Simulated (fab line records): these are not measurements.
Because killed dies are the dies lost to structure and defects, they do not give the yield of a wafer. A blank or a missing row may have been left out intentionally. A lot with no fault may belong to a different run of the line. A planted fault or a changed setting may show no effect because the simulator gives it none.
fab line records	flow n5_finfet
[record] lots = 9	wafers = 27	last_day = 17
route steps=1938 shown DUMMY_GATE@240 SD_EPI_N@267 BEOL_M4@1111 PASSIVATION@1936
lots with no fault: from the same line, run without faults
start_h: start of the lot's first displayed wafer, in hours after the record's first day	wait_h: hours from the lot's prior step to this one	" as in the row above	L1.1+2: several wafers, shown together as one row	- no value, or no start was given	* or withheld: withheld	< > ~ a bound
route shown NAME@n: names a module that has steps shown in the file, with the first one's number in the route	usual: mean/standard deviation of fault-free wafers	same: alike in all rows	chamber/n: place in a boat	sites: the reading at each site	_std_site: standard deviation of those values	_edge_site: mean of outer sites minus mean of inner sites	radius_mm: for every site, how far away it sits from the centre of the wafer	mask NAME#n: copy n	behind: the last tool/chamber to shape the wafer	hold: the reason the lot was held/the length of the hold in hours/how it ended	device: which transistor (n, p or np) failed to switch	end of line: at the end of the route, the tests of the same wafers	a step given without rows: its recipe and nothing more	killed: dies lost to structure and defects at the first sort, not the wafer's yield	map: a wafer's dies, marking killed ones x, the rest . and places with no die _
set.NAME: setting as actually run; set.NAME@STEP: the setting as run at that earlier step	model.NAME: the simulator's own value behind a step, which no gauge read
steps of the route over a sample of lots; a table a step, a row a wafer
services: from which hour (start_h, from the record's first day; less than 0 if before it) a tool's chamber was out of use, for how many hours, and why
[[steps]]
[step N5_DUMMY_GATE_TRIM_49]
[recipe] chemistry = O2	resist = SOC	time_s = 29	target_cd_nm = 14	source_power_w = 300	bias_power_w = 0	O2_flow_sccm = 100	temp_c = 20
[usual] drypump_motor_current_A = 5.6/0.41	oes_product_au = 1.010/0.017	throttle_valve_pct = 8.22/0.11
lot.wafer	tool	chamber	start_h	wait_h	drypump_motor_current_A	oes_product_au	rf_hours_counter_h	throttle_valve_pct
L942.3	rie_si-05	3	53.09	0.0	5.3	1.015	103	8.30
L942.5	"	1	"	"	6.6	1.014	-	8.14
L942.6	"	0	"	"	5.7	0.995	-	8.15
L945.1	rie_si-05	1	70.64	0.0	6.6	1.010	68	8.14
L945.3	"	2	"	"	5.4	1.017	15	8.19
L945.5	"	1	"	"	6.6	1.013	-	8.12
L947.1	rie_si-02	1	81.96	0.0	5.3	0.988	7	8.20
L947.3	"	0	"	"	6.4	1.015	39	8.28
L947.4	"	1	"	"	5.3	0.966	-	8.21
L951.1	rie_si-05	2	109.56	0.0	5.4	1.015	16	8.19
L951.3	"	3	"	"	5.3	1.028	104	8.31
L951.4	"	1	"	"	6.6	1.007	69	8.15
L953.1	rie_si-05	1	119.50	0.0	6.6	0.990	70	8.15
L953.2	"	0	"	"	5.7	0.986	2	8.13
L953.6	"	3	"	"	5.3	1.022	-	8.31
L954.3	rie_si-02	1	125.48	0.0	5.3	0.988	8	8.21
L954.5	"	1	"	"	5.3	0.988	-	8.20
L954.6	"	0	"	"	6.3	1.014	-	8.28
L958.1	rie_si-05	0	147.00	0.0	5.7	0.986	3	8.14
L958.2	"	2	"	"	5.4	1.017	17	8.20
L958.4	"	3	"	"	5.3	1.012	-	8.31
L959.1	rie_si-05	3	155.89	0.0	5.3	1.025	105	8.29
L959.2	"	2	"	"	5.4	1.014	17	8.20
L959.6	"	3	"	"	5.3	1.019	-	8.32
L962.1	rie_si-04	0	173.38	0.0	5.5	1.043	8	8.15
L962.2	"	3	"	"	5.4	0.988	58	8.38
L962.5	"	1	"	"	5.1	1.014	-	8.43
[step N5_DUMMY_GATE_HM_OPEN_21]
[recipe] chemistry = CH3F/O2	target = SiNx	target_depth_a = 1200	Ar_flow_sccm = 150	CH3F_flow_sccm = 30	O2_flow_sccm = 23	time_s = 171.4	pressure_mtorr = 30	source_w = 395	bias_w = 73	ion_energy_ev = 120.7
[usual] drypump_motor_current_A = 5.9/0.42	oes_f_703_au = 0.78/0.068	oes_product_au = 0.78/0.068	rf_vpp_V = 299.7/2.1	showerhead_plenum_p_Torr = 2.04/0.055	throttle_valve_pct = 16.43/0.15
lot.wafer	tool	chamber	start_h	wait_h	drypump_motor_current_A	oes_f_703_au	oes_product_au	rf_hours_counter_h	rf_vpp_V	showerhead_plenum_p_Torr	throttle_valve_pct
L942.3	rie_diel-04	0	53.42	0.0	5.4	0.91	0.91	23	301.8	2.15	16.16
L942.5	"	1	"	"	6.1	0.78	0.79	-	299.4	2.03	16.55
L942.6	"	0	"	"	5.4	0.91	0.92	-	300.9	2.15	16.16
L945.1	rie_diel-04	0	70.93	0.0	5.4	0.90	0.90	28	301.3	2.14	16.17
L945.3	"	1	"	"	6.2	0.77	0.79	111	300.0	2.03	16.56
L945.5	"	0	"	"	5.4	0.90	0.89	-	301.5	2.14	16.17
L947.1	rie_diel-05	2	82.41	0.0	5.7	0.74	0.75	172	299.5	2.09	16.63
L947.3	"	1	"	"	5.8	0.75	0.75	140	297.8	2.11	16.48
L947.4	"	3	"	"	5.7	0.89	0.90	23	301.3	2.15	16.37
L951.1	rie_diel-05	3	109.84	0.0	5.7	0.88	0.88	31	302.7	2.14	16.39
L951.3	"	1	"	"	5.8	0.75	0.75	147	298.6	2.10	16.51
L951.4	"	2	"	"	5.6	0.73	0.75	179	302.6	2.09	16.65
L953.1	rie_diel-03	3	119.78	0.0	5.6	0.71	0.71	188	301.8	2.01	16.58
L953.2	"	0	"	"	6.4	0.76	0.74	185	299.3	2.00	16.47
L953.6	"	0	"	"	6.3	0.76	0.75	-	300.1	2.00	16.46
L954.3	rie_diel-04	3	125.76	0.0	6.4	0.72	0.72	159	296.1	2.02	16.41
L954.5	"	3	"	"	6.4	0.72	0.72	-	295.7	2.02	16.43
L954.6	"	2	"	"	6.5	0.73	0.74	-	299.9	2.01	16.38
L958.1	rie_diel-05	1	147.28	0.0	5.8	0.74	0.74	158	297.0	2.10	16.51
L958.2	"	2	"	"	5.7	0.73	0.74	190	301.7	2.08	16.68
L958.4	"	3	"	"	5.8	0.86	0.87	42	301.6	2.14	16.41
L959.1	rie_diel-04	3	156.29	0.0	6.5	0.71	0.71	168	297.2	2.02	16.43
L959.2	"	1	"	"	6.2	0.75	0.76	138	300.0	2.02	16.63
L959.6	"	0	"	"	5.4	0.85	0.85	-	301.6	2.13	16.22
L962.1	rie_diel-03	0	173.67	0.0	6.3	0.74	0.74	202	299.2	1.99	16.50
L962.2	"	3	"	"	5.6	0.69	0.70	206	304.2	2.00	16.63
L962.5	"	2	"	"	5.4	0.74	0.74	-	299.4	2.01	16.32
[step N5_SD_EPI_N_EXPOSE_06]
[recipe] mask_id = SD_N_BLK	na = 1.35	source_shape = conventional	sigma_outer = 0.8	polarization = unpolarized	target_cd_nm = 120	dose_mj = 39.75
[usual] exposure_dose_mJ_cm2 = 39.73/0.042	reticle_temp_C = 23.02/0.11
[same] sigma_outer = 0.8
lot.wafer	tool	chamber	start_h	wait_h	mask	exposure_dose_mJ_cm2	reticle_temp_C
L942.3	arfi_scanner-02	0	54.84	-	SD_N_BLK#0	39.73	23.13
L942.5	"	0	"	"	SD_N_BLK#0	39.67	22.95
L942.6	"	0	"	"	SD_N_BLK#0	39.74	22.97
L945.1	arfi_scanner-03	0	72.68	-	SD_N_BLK#0	39.71	23.04
L945.3	"	0	"	"	SD_N_BLK#0	39.74	22.91
L945.5	"	0	"	"	SD_N_BLK#0	39.75	23.01
L947.1	arfi_scanner-01	0	83.96	-	SD_N_BLK#0	39.76	23.04
L947.3	"	0	"	"	SD_N_BLK#0	39.77	22.98
L947.4	"	0	"	"	SD_N_BLK#0	39.78	23.08
L951.1	arfi_scanner-03	0	111.52	-	SD_N_BLK#0	39.77	22.94
L951.3	"	0	"	"	SD_N_BLK#0	39.70	22.96
L951.4	"	0	"	"	SD_N_BLK#0	39.65	22.94
L953.1	arfi_scanner-03	0	121.37	-	SD_N_BLK#0	26.16	23.14
L953.2	"	0	"	"	SD_N_BLK#0	26.08	23.04
L953.6	"	0	"	"	SD_N_BLK#0	26.09	23.00
L954.3	arfi_scanner-03	0	127.72	-	SD_N_BLK#0	28.86	23.05
L954.5	"	0	"	"	SD_N_BLK#0	28.85	23.08
L954.6	"	0	"	"	SD_N_BLK#0	28.88	23.01
L958.1	arfi_scanner-01	0	149.04	-	SD_N_BLK#0	39.78	22.98
L958.2	"	0	"	"	SD_N_BLK#0	39.76	22.90
L958.4	"	0	"	"	SD_N_BLK#0	39.75	22.92
L959.1	arfi_scanner-02	0	157.84	-	SD_N_BLK#0	39.80	22.93
L959.2	"	0	"	"	SD_N_BLK#0	39.82	23.09
L959.6	"	0	"	"	SD_N_BLK#0	39.77	23.08
L962.1	arfi_scanner-02	0	175.46	-	SD_N_BLK#0	39.72	22.93
L962.2	"	0	"	"	SD_N_BLK#0	39.69	22.84
L962.5	"	0	"	"	SD_N_BLK#0	39.70	22.98
[step N5_SD_EPI_N_CD_MEAS_09]
[recipe] target_cd_nm = 120	landing_energy_ev = 500	detector = se_inlens
[usual] cd_nm = 119.7/0.56
lot.wafer	tool	chamber	start_h	wait_h	cd_nm
L942.3	cd_sem-02	0	54.96	-	119.0
L942.5	"	0	"	"	119.0
L942.6	"	0	"	"	118.5
L945.1	cd_sem-03	0	72.81	-	118.7
L945.3	"	0	"	"	118.4
L945.5	"	0	"	"	119.3
L947.1	cd_sem-02	0	84.09	-	119.4
L947.3	"	0	"	"	119.8
L947.4	"	0	"	"	119.7
L951.1	cd_sem-03	0	111.65	-	119.5
L951.3	"	0	"	"	118.8
L951.4	"	0	"	"	119.2
L953.1	cd_sem-01	0	121.50	-	91.6
L953.2	"	0	"	"	90.5
L953.6	"	0	"	"	90.5
L954.3	cd_sem-01	0	127.84	-	98.4
L954.5	"	0	"	"	97.2
L954.6	"	0	"	"	98.2
L958.1	cd_sem-02	0	149.17	-	119.0
L958.2	"	0	"	"	118.9
L958.4	"	0	"	"	118.9
L959.1	cd_sem-03	0	157.97	-	119.5
L959.2	"	0	"	"	119.4
L959.6	"	0	"	"	119.6
L962.1	cd_sem-02	0	175.59	-	120.6
L962.2	"	0	"	"	121.0
L962.5	"	0	"	"	119.8
[step N5_SD_EPI_N_INSPECT_11]
[recipe] mode = adi	inspect_instrument = macro
[usual] raw_defect_count = 2.2/1.5
lot.wafer	tool	chamber	start_h	wait_h	raw_defect_count
L942.3	defect_inspect-01	-	55.01	0.0	1
L942.5	"	-	"	"	0
L942.6	"	-	"	"	6
L945.1	defect_inspect-02	-	72.86	0.0	3
L945.3	"	-	"	"	1
L945.5	"	-	"	"	3
L947.1	defect_inspect-02	-	84.14	0.0	4
L947.3	"	-	"	"	2
L947.4	"	-	"	"	4
L951.1	defect_inspect-01	-	111.70	0.0	1
L951.3	"	-	"	"	3
L951.4	"	-	"	"	5
L953.1	defect_inspect-01	-	121.55	0.0	2
L953.2	"	-	"	"	3
L953.6	"	-	"	"	5
L954.3	defect_inspect-01	-	127.89	0.0	1
L954.5	"	-	"	"	1
L954.6	"	-	"	"	1
L958.1	defect_inspect-01	-	149.22	0.0	4
L958.2	"	-	"	"	2
L958.4	"	-	"	"	2
L959.1	defect_inspect-02	-	158.02	0.0	2
L959.2	"	-	"	"	2
L959.6	"	-	"	"	3
L962.1	defect_inspect-01	-	175.64	0.0	0
L962.2	"	-	"	"	4
L962.5	"	-	"	"	2
[step N5_BEOL_M4_RC_MEAS_101]
[usual] DIBL_N = 36.1/1.3	DIBL_P = 36.1/1.7	IOFF_N = 0.154/0.022	IOFF_P = 0.201/0.024	ION_N = 675/8.9	ION_P = 462/5.9	SS_N = 71.5/0.49	SS_P = 73.3/0.58	VT_N = 250.0/2.7	VT_P = -251.3/2.7
lot.wafer	tool	chamber	start_h	wait_h	DIBL_N[mV/V]	DIBL_P[mV/V]	IOFF_N[nA/um]	IOFF_P[nA/um]	ION_N[uA/um]	ION_P[uA/um]	SS_N[mV/dec]	SS_P[mV/dec]	VT_N[mV]	VT_P[mV]
L942.3	prober-02	0	170.07	0.3	34.0	33.8	0.133	0.171	662	449	71.7	72.9	250.9	-255.2
L942.5	"	0	"	"	33.7	33.7	0.128	0.170	672	464	71.9	73.1	254.0	-254.0
L942.6	"	0	"	"	33.8	33.5	0.129	0.167	662	456	71.2	72.6	252.7	-255.0
L945.1	prober-01	0	187.55	0.0	36.1	37.1	0.179	0.224	685	463	71.1	73.4	247.2	-246.5
L945.3	"	0	"	"	35.2	35.6	0.158	0.199	682	461	71.2	73.2	248.8	-250.6
L945.5	"	0	"	"	34.5	35.4	0.144	0.200	669	465	71.1	73.5	252.7	-250.5
L947.1	prober-01	0	199.47	0.0	35.3	36.2	0.149	0.205	684	467	71.1	72.6	248.5	-249.8
L947.3	"	0	"	"	35.0	35.3	0.136	0.181	676	468	70.5	72.9	251.2	-249.1
L947.4	"	0	"	"	35.2	35.5	0.145	0.195	682	468	70.8	73.2	248.5	-248.5
L951.1	prober-01	0	234.47	0.0	36.3	35.6	0.127	0.182	662	455	71.1	72.7	252.8	-253.7
L951.3	"	0	"	"	37.7	37.2	0.162	0.205	672	460	71.3	74.0	249.4	-252.9
L951.4	"	0	"	"	34.9	33.8	0.116	0.165	664	455	70.9	72.9	253.7	-253.3
L954.3	prober-01	0	256.60	0.3	32.9	32.7	0.124	0.164	677	465	71.2	73.2	251.8	-253.6
L954.6	"	0	"	"	33.5	32.3	0.119	0.157	671	460	71.3	72.7	255.1	-254.7
L959.1	prober-02	0	284.72	0.0	36.0	36.7	0.141	0.183	668	455	70.9	73.6	250.3	-252.3
L959.2	"	0	"	"	36.6	36.9	0.141	0.189	667	456	71.6	73.5	252.9	-256.0
L959.6	"	0	"	"	34.9	35.4	0.122	0.162	659	453	70.7	72.5	253.9	-256.0
L958.1	prober-02	0	287.81	0.0	36.5	37.5	0.156	0.221	674	468	71.2	73.8	251.3	-248.6
L958.2	"	0	"	"	36.1	37.5	0.160	0.216	676	470	72.1	72.7	251.1	-247.2
L958.4	"	0	"	"	35.8	37.1	0.146	0.205	665	464	72.0	72.9	253.0	-247.0
L962.1	prober-01	0	293.85	0.0	36.3	37.0	0.169	0.199	683	464	71.6	73.0	247.2	-252.2
L962.2	"	0	"	"	36.2	36.7	0.165	0.196	672	453	71.1	73.2	248.2	-250.7
L962.5	"	0	"	"	37.9	38.0	0.194	0.216	690	465	71.3	73.8	245.6	-248.9
[step N5_PASSIVATION_PROBE_49]
[usual] defect_limited_yield = 90.9/1.3	killed_at_M0_to_M3 = 35/10	killed_at_M4_up = 15/5.7	killed_at_contacts = 14/6.4	killed_at_front_end = 40/11	killed_at_other = 4/3.1	killed_dies = 108/16	killed_on_rim = 14/3.6	killed_open = 71/11	killed_short = 34/7.7	sort_bin_5_function = 5.4/0.9	sort_bin_6_memory = 3.4/0.61	sort_n_pass = 1072/16	sort_yield_pct = 90.9/1.3
[same] gross_dies = 1180	killed_at_back_side = 0	sort_bin_4_leakage[%] = 0	sort_bin_8_speed[%] = 0
lot.wafer	tool	chamber	start_h	wait_h	defect_limited_yield[%]	killed_at_M0_to_M3	killed_at_M4_up	killed_at_contacts	killed_at_front_end	killed_at_other	killed_dies	killed_on_rim	killed_open	killed_short	sort_bin_5_function[%]	sort_bin_6_memory[%]	sort_n_pass	sort_yield_pct[%]
L954.3	prober-01	-	364.26	0.1	46.0	35	10	13	572	7	637	143	78	37	49.7	4.0	543	46.0
L954.5	prober-01	-	364.36	0.2	33.9	62	16	11	686	5	780	146	88	44	61.4	4.2	400	33.9
L954.6	prober-01	-	364.41	0.3	45.3	34	9	8	588	6	645	141	60	38	51.5	2.9	535	45.3
L953.1	prober-01	-	364.77	0.0	1.9	14	15	15	1113	0	1157	152	58	23	94.7	2.9	23	1.9
L953.2	prober-01	-	364.82	0.1	2.2	30	27	13	1078	6	1154	152	74	32	93.8	3.6	26	2.2
L953.6	prober-01	-	365.02	0.3	3.5	34	31	14	1053	7	1139	152	85	37	92.1	4.0	41	3.5
// killed by level:class
L954.3 SD_EPI_N:area_expose=521 FIN_SAQP:geometric_particle:open=17 MOL_CONTACT_COAG:geometric_particle:open=12 FIN_SAQP:geometric_particle:short=11 BEOL_M0_SAQP:geometric_particle:open=9 BEOL_M2:geometric_particle:open=9 BEOL_M0_SAQP:geometric_particle:short=6 STARTING-WAFER:geometric_particle:open=5
L954.5 SD_EPI_N:area_expose=648 FIN_SAQP:geometric_particle:open=14 BEOL_M0_SAQP:geometric_particle:short=14 BEOL_M0_SAQP:geometric_particle:open=13 BEOL_M3:geometric_particle:open=12 BEOL_M4:geometric_particle:open=11 BEOL_M2:geometric_particle:open=10 MOL_CONTACT_COAG:geometric_particle:open=8
L954.6 SD_EPI_N:area_expose=547 BEOL_M3:geometric_particle:open=13 FIN_SAQP:geometric_particle:short=9 BEOL_M0_SAQP:geometric_particle:short=8 FIN_SAQP:geometric_particle:open=6 STI_FIN_REVEAL:geometric_particle:open=6 MOL_CONTACT_COAG:geometric_particle:open=6 DUMMY_GATE:geometric_particle:open=4
L953.1 SD_EPI_N:area_expose=1076 MOL_CONTACT_COAG:geometric_particle:open=10 FIN_SAQP:geometric_particle:open=8 STI_FIN_REVEAL:geometric_particle:open=7 STARTING-WAFER:geometric_particle:short=6 BEOL_M2:geometric_particle:open=5 MOL_CONTACT_COAG:geometric_particle:short=5 BEOL_M4:geometric_particle:open=5
L953.2 SD_EPI_N:area_expose=1048 BEOL_M4:geometric_particle:open=18 MOL_CONTACT_COAG:geometric_particle:open=9 BEOL_M3:geometric_particle:open=9 BEOL_M2:geometric_particle:open=8 FIN_SAQP:geometric_particle:open=7 FIN_SAQP:geometric_particle:short=6 ILD0:geometric_particle:short=4
L953.6 SD_EPI_N:area_expose=1017 BEOL_M4:geometric_particle:open=20 FIN_SAQP:geometric_particle:open=15 MOL_CONTACT_COAG:geometric_particle:open=10 BEOL_M0_SAQP:geometric_particle:short=8 BEOL_M0_SAQP:geometric_particle:open=7 BEOL_M2:geometric_particle:open=7 BEOL_M3:geometric_particle:open=6
[[services]]
tool	chamber	start_h	hours	kind
rie_si-02	2	37.85	13.4	repair
arfi_scanner-01	-	38.40	16.0	pm
arfi_scanner-02	-	39.35	1.3	pm
rie_si-05	3	42.88	5.7	repair
arfi_scanner-02	-	47.02	1.9	repair
arfi_scanner-01	-	60.36	2.2	repair
arfi_scanner-02	-	63.35	3.9	pm
arfi_scanner-01	-	71.81	1.3	pm
arfi_scanner-03	-	76.69	4.9	pm
arfi_scanner-02	-	77.01	0.8	pm
rie_diel-03	2	79.31	3.5	repair
arfi_scanner-02	-	91.52	1.2	repair
rie_diel-04	3	95.97	9.2	repair
arfi_scanner-03	-	99.76	1.3	pm
arfi_scanner-02	-	107.74	1.0	pm
rie_si-05	2	114.82	13.6	repair
arfi_scanner-02	-	121.41	1.8	repair
arfi_scanner-03	-	121.81	3.0	pm
rie_si-05	0	132.67	14.3	repair
arfi_scanner-03	-	139.97	1.0	pm
rie_diel-05	-	140.08	0.4	repair
rie_si-05	1	141.10	22.8	repair
arfi_scanner-03	-	145.87	79.5	repair
arfi_scanner-02	-	164.85	1.3	pm
[[key]]
[first_sign] step = N5_SD_EPI_N_EXPOSE_06	reading = exposure_dose_mJ_cm2	direction = down	sigmas = 99+	usual = 39.73	struck = 27.49
[effect] step = N5_SD_EPI_N_CD_MEAS_09	reading = cd_nm	direction = down	sigmas = 45	usual = 119.7	struck = 94.4	through = control_loop
[effect] step = N5_PASSIVATION_PROBE_49	reading = sort_bin_5_function	direction = up	sigmas = 76	usual = 5.4	struck = 73.9
[more_kills_born_at] N5_SD_EPI_N_EXPOSE_06@arfi_scanner-03 = 4857
met_at N5_SD_EPI_N_EXPOSE_06
struck_lots L953,L954
later_rows_left_out L953.1,L953.2,L953.6,L954.5
[loop_trim] step = N5_SD_EPI_N_EXPOSE_06	setting = dose	lots = L954
not_acting_at N5_DUMMY_GATE_TRIM_49,N5_DUMMY_GATE_HM_OPEN_21,N5_SD_EPI_N_INSPECT_11
onset_between 111.52 121.37
[fault] kind = process_parameter_drift	tool = arfi_scanner-03	chamber = -	onset_h = 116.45	steps = N5_SD_EPI_N_EXPOSE_06	channel = dose_mj	offset = -13.614	shape = step	acts_in = these_recipes_only	stated = 39.75
// later_rows_left_out: the simulator's readings of these wafers behind a module that went badly wrong aren't trusted and aren't shown, but for the sort
// loop_trim: a control loop set the setting to another value than it would have without faults
